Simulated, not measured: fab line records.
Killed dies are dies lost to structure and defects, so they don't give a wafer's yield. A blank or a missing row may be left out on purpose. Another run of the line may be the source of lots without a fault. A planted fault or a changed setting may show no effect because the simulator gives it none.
Which tool was responsible?	flow n5Finfet	Sampling: 24 lots, 72 wafers, 6 of 1938 route steps

== WHAT THE GAUGES READ, wafer by wafer ==
N5_BEOL_M12_THK_MEAS_01.
lot	measured	on	M12_ILD_THK (nm)
L074	day 10 18:41	filmMetro-01	655 655 663
L076	day 11 01:32	filmMetro-01	658 666 658
L077	day 11 01:47	filmMetro-02	657 658 657
L075	day 11 05:13	filmMetro-02	654 652 660
L078	day 11 09:59	filmMetro-01	660 655 647
L079	day 11 10:15	filmMetro-02	656 661 655
L080	day 12 09:01	filmMetro-01	663 677 679
L081	day 12 10:37	filmMetro-01	659 664 674
L082	day 12 12:13	filmMetro-01	648 661 649
L083	day 12 21:55	filmMetro-02	659 660 660
L084	day 13 01:33	filmMetro-01	655 653 658
L086	day 13 09:44	filmMetro-01	649 668 664
L085	day 13 10:25	filmMetro-02	662 666 677
L087	day 13 18:07	filmMetro-01	648 657 657
L088	day 13 19:08	filmMetro-02	659 650 666
L089	day 14 05:18	filmMetro-01	652 650 658
L091	day 14 22:56	filmMetro-02	652 672 662
L090	day 15 01:37	filmMetro-02	656 662 668
L092	day 15 08:06	filmMetro-02	661 659 663
L094	day 15 10:17	filmMetro-02	660 660 679
L093	day 15 10:22	filmMetro-02	651 653 662
L096	day 16 02:17	filmMetro-01	650 661 665
L095	day 16 11:32	filmMetro-02	651 654 660
L097	day 16 11:52	filmMetro-02	663 657 670

N5_BEOL_M12_OCD_MEAS_35.
lot	measured	on	trenchDepthNm (nm)
L074	day 10 20:42	ocd-01	318 326 315
L076	day 11 03:53	ocd-01	320 324 319
L077	day 11 04:18	ocd-01	323 328 324
L075	day 11 07:10	ocd-01	325 323 320
L078	day 11 12:19	ocd-02	317 315 321
L079	day 11 12:25	ocd-01	322 315 318
L080	day 12 11:23	ocd-01	316 316 314
L081	day 12 12:41	ocd-02	324 327 325
L082	day 12 14:02	ocd-02	326 313 321
L083	day 13 00:47	ocd-01	322 316 317
L084	day 13 03:37	ocd-02	325 319 320
L086	day 13 11:58	ocd-01	319 315 314
L085	day 13 12:29	ocd-02	315 321 322
L087	day 13 20:08	ocd-01	322 313 319
L088	day 13 21:10	ocd-02	322 323 321
L089	day 14 07:23	ocd-02	315 318 323
L091	day 15 01:17	ocd-01	323 322 315
L090	day 15 03:26	ocd-02	318 323 327
L092	day 15 10:08	ocd-02	317 327 315
L094	day 15 12:06	ocd-01	319 315 317
L093	day 15 12:13	ocd-02	313 325 320
L096	day 16 04:16	ocd-02	318 318 316
L095	day 16 13:22	ocd-02	322 321 314
L097	day 16 13:58	ocd-01	326 321 324

N5_BEOL_M12_RS_MEAS_54: uses a four-point probe to measure.
lot	measured	on	M12_RS (ohm/sq)
L074	day 10 22:37	filmMetro-01	0.0604 0.0588 0.0609
L076	day 11 06:31	filmMetro-01	0.0602 0.0597 0.0602
L077	day 11 09:58	filmMetro-02	0.0594 0.0582 0.0589
L075	day 11 10:31	filmMetro-02	0.0587 0.0594 0.0597
L078	day 11 16:23	filmMetro-01	0.0610 0.0612 0.0602
L079	day 11 19:18	filmMetro-01	0.0601 0.0616 0.0610
L080	day 12 14:39	filmMetro-01	0.0608 0.0605 0.0605
L081	day 12 16:54	filmMetro-02	0.0592 0.0584 0.0590
L082	day 12 17:37	filmMetro-02	0.0588 0.0608 0.0600
L083	day 13 03:13	filmMetro-02	0.0595 0.0605 0.0600
L084	day 13 09:08	filmMetro-01	0.0592 0.0602 0.0601
L086	day 13 16:32	filmMetro-01	0.0601 0.0606 0.0607
L085	day 13 17:37	filmMetro-02	0.0608 0.0594 0.0596
L087	day 13 21:58	filmMetro-02	0.0596 0.0613 0.0604
L088	day 14 00:08	filmMetro-02	0.0594 0.0590 0.0593
L089	day 14 10:03	filmMetro-02	0.0611 0.0604 0.0593
L091	day 15 07:16	filmMetro-01	0.0596 0.0600 0.0610
L090	day 15 07:37	filmMetro-01	0.0603 0.0596 0.0591
L092	day 15 15:37	filmMetro-01	0.0607 0.0587 0.0607
L094	day 15 17:55	filmMetro-01	0.0603 0.0607 0.0603
L093	day 15 18:14	filmMetro-01	0.0613 0.0590 0.0604
L096	day 16 07:21	filmMetro-01	0.0601 0.0602 0.0602
L095	day 16 19:14	filmMetro-02	0.0592 0.0594 0.0608
L097	day 16 20:07	filmMetro-01	0.0585 0.0598 0.0589

N5_BEOL_M13_INSPECT_12: inspects for defects (macro).
lot	measured	on	rawDefectCount
L074	day 10 23:19	defectInspect-01	4 3 5
L076	day 11 07:05	defectInspect-02	1 0 2
L077	day 11 10:40	defectInspect-02	1 3 3
L075	day 11 11:13	defectInspect-02	3 1 0
L078	day 11 16:57	defectInspect-01	6 4 1
L079	day 11 20:00	defectInspect-02	1 2 0
L080	day 12 15:13	defectInspect-01	6 2 3
L081	day 12 17:28	defectInspect-02	3 1 3
L082	day 12 18:11	defectInspect-02	0 1 2
L083	day 13 03:47	defectInspect-01	3 2 3
L084	day 13 09:53	defectInspect-01	0 2 4
L086	day 13 17:06	defectInspect-02	2 2 2
L085	day 13 18:11	defectInspect-01	2 2 0
L087	day 13 22:33	defectInspect-02	1 4 2
L088	day 14 00:51	defectInspect-02	1 2 3
L089	day 14 10:41	defectInspect-02	1 3 1
L091	day 15 07:58	defectInspect-01	2 2 1
L090	day 15 08:19	defectInspect-02	2 2 1
L092	day 15 16:19	defectInspect-02	2 1 1
L094	day 15 18:41	defectInspect-02	1 1 0
L093	day 15 18:49	defectInspect-02	1 3 0
L096	day 16 08:02	defectInspect-01	0 0 2
L095	day 16 19:49	defectInspect-01	0 3 2
L097	day 16 20:52	defectInspect-02	4 0 1

== WHAT TOOL EACH LOT RAN ON (gives the tool, then ch and the chambers of the sampled wafers, and finally the start) ==
lot	N5_BEOL_M12_DEGAS_41	N5_BEOL_M12_SPUTTER_43
L074	pvdSputter-02, day 10 21:20	pvdSputter-02, day 10 21:25
L076	pvdSputter-01, day 11 04:37	pvdSputter-01, day 11 04:41
L077	pvdSputter-01, day 11 08:45	pvdSputter-01, day 11 08:50
L075	pvdSputter-03, day 11 09:02	pvdSputter-03, day 11 09:07
L078	pvdSputter-01, day 11 15:10	pvdSputter-01, day 11 15:15
L079	pvdSputter-01, day 11 17:40	pvdSputter-01, day 11 17:45
L080	pvdSputter-03, day 12 13:26	pvdSputter-03, day 12 13:31
L081	pvdSputter-01, day 12 15:41	pvdSputter-01, day 12 15:46
L082	pvdSputter-03, day 12 16:16	pvdSputter-03, day 12 16:21
L083	pvdSputter-01, day 13 02:00	pvdSputter-01, day 13 02:05
L084	pvdSputter-01, day 13 07:53	pvdSputter-01, day 13 07:58
L086	pvdSputter-02, day 13 14:56	pvdSputter-02, day 13 15:01
L085	pvdSputter-01, day 13 15:03	pvdSputter-01, day 13 15:08
L087	pvdSputter-02, day 13 20:29	pvdSputter-02, day 13 20:34
L088	pvdSputter-02, day 13 22:55	pvdSputter-02, day 13 22:59
L089	pvdSputter-02, day 14 08:35	pvdSputter-02, day 14 08:40
L091	pvdSputter-02, day 15 06:03	pvdSputter-02, day 15 06:08
L090	pvdSputter-03, day 15 06:24	pvdSputter-03, day 15 06:29
L092	pvdSputter-02, day 15 14:24	pvdSputter-02, day 15 14:29
L094	pvdSputter-02, day 15 16:42	pvdSputter-02, day 15 16:47
L093	pvdSputter-01, day 15 17:01	pvdSputter-01, day 15 17:05
L096	pvdSputter-03, day 16 06:08	pvdSputter-03, day 16 06:13
L095	pvdSputter-03, day 16 17:52	pvdSputter-03, day 16 17:56
L097	pvdSputter-01, day 16 18:06	pvdSputter-01, day 16 18:11
- N5_BEOL_M12_DEGAS_41: time 60 s.
- N5_BEOL_M12_SPUTTER_43: material TaN, target thk 15 nm, time 24.19 s.

== WHAT THE TOOLS THEMSELVES READ (means of the sampled wafers that have a number; where no wafer has one, the mark that the record gives instead) ==
N5_BEOL_M12_DEGAS_41.
lot	tool	heaterPowerW (W)	susceptorTempC (C)
L074	pvdSputter-02	343	249.94
L076	pvdSputter-01	330	249.96
L077	pvdSputter-01	339	250.19
L075	pvdSputter-03	359	250.01
L078	pvdSputter-01	340	249.97
L079	pvdSputter-01	324	250.01
L080	pvdSputter-03	320	249.90
L081	pvdSputter-01	303	249.98
L082	pvdSputter-03	431	250.08
L083	pvdSputter-01	347	250.03
L084	pvdSputter-01	353	249.94
L086	pvdSputter-02	361	250.01
L085	pvdSputter-01	319	249.99
L087	pvdSputter-02	356	249.99
L088	pvdSputter-02	363	249.94
L089	pvdSputter-02	348	249.90
L091	pvdSputter-02	330	249.96
L090	pvdSputter-03	377	250.01
L092	pvdSputter-02	349	249.88
L094	pvdSputter-02	347	249.98
L093	pvdSputter-01	346	249.93
L096	pvdSputter-03	380	250.15
L095	pvdSputter-03	300	250.04
L097	pvdSputter-01	326	250.15

N5_BEOL_M12_SPUTTER_43.
lot	tool	susceptorTempC (C)	throttleValvePct (%)
L074	pvdSputter-02	50.02	30.2
L076	pvdSputter-01	49.87	30.0
L077	pvdSputter-01	49.89	30.7
L075	pvdSputter-03	49.98	29.9
L078	pvdSputter-01	49.97	30.0
L079	pvdSputter-01	49.97	30.0
L080	pvdSputter-03	49.95	29.5
L081	pvdSputter-01	50.09	29.9
L082	pvdSputter-03	50.08	29.3
L083	pvdSputter-01	49.95	30.5
L084	pvdSputter-01	50.03	30.4
L086	pvdSputter-02	49.98	29.5
L085	pvdSputter-01	50.04	30.1
L087	pvdSputter-02	50.00	30.3
L088	pvdSputter-02	50.01	30.1
L089	pvdSputter-02	50.00	30.2
L091	pvdSputter-02	49.96	30.7
L090	pvdSputter-03	50.01	29.8
L092	pvdSputter-02	50.14	29.4
L094	pvdSputter-02	49.88	30.3
L093	pvdSputter-01	49.97	30.5
L096	pvdSputter-03	49.96	29.9
L095	pvdSputter-03	49.95	29.6
L097	pvdSputter-01	50.10	30.0

== THE ANSWER, worked out from the rows above alone ==
Rule: the usual values come from the lots themselves. The widest of any qualifying gaps counts: lots, ordered by their means at a reading, are off when they make up no more than a third of the lots, leave a main group of 4 or more, and stand apart from it by 3 or more times the standard deviation of that group's means. A main group is skipped when, at the precision printed for the reading in the tables above, its means are all equal. A lot without any number at a reading at which 4 lots or more have one is off too. The other lots that the step has rows for count as sound. First the gauges in route order, then the tools' own readings, where a lot's mean is used as printed above. The first step at which some lot is off is used, and at that step the reading that is off furthest; a lot without a number counts as furthest.
No lot is off on any of the readings shown, so nothing can be concluded from this.

== WHAT THE SIMULATOR HAD INSERTED ==
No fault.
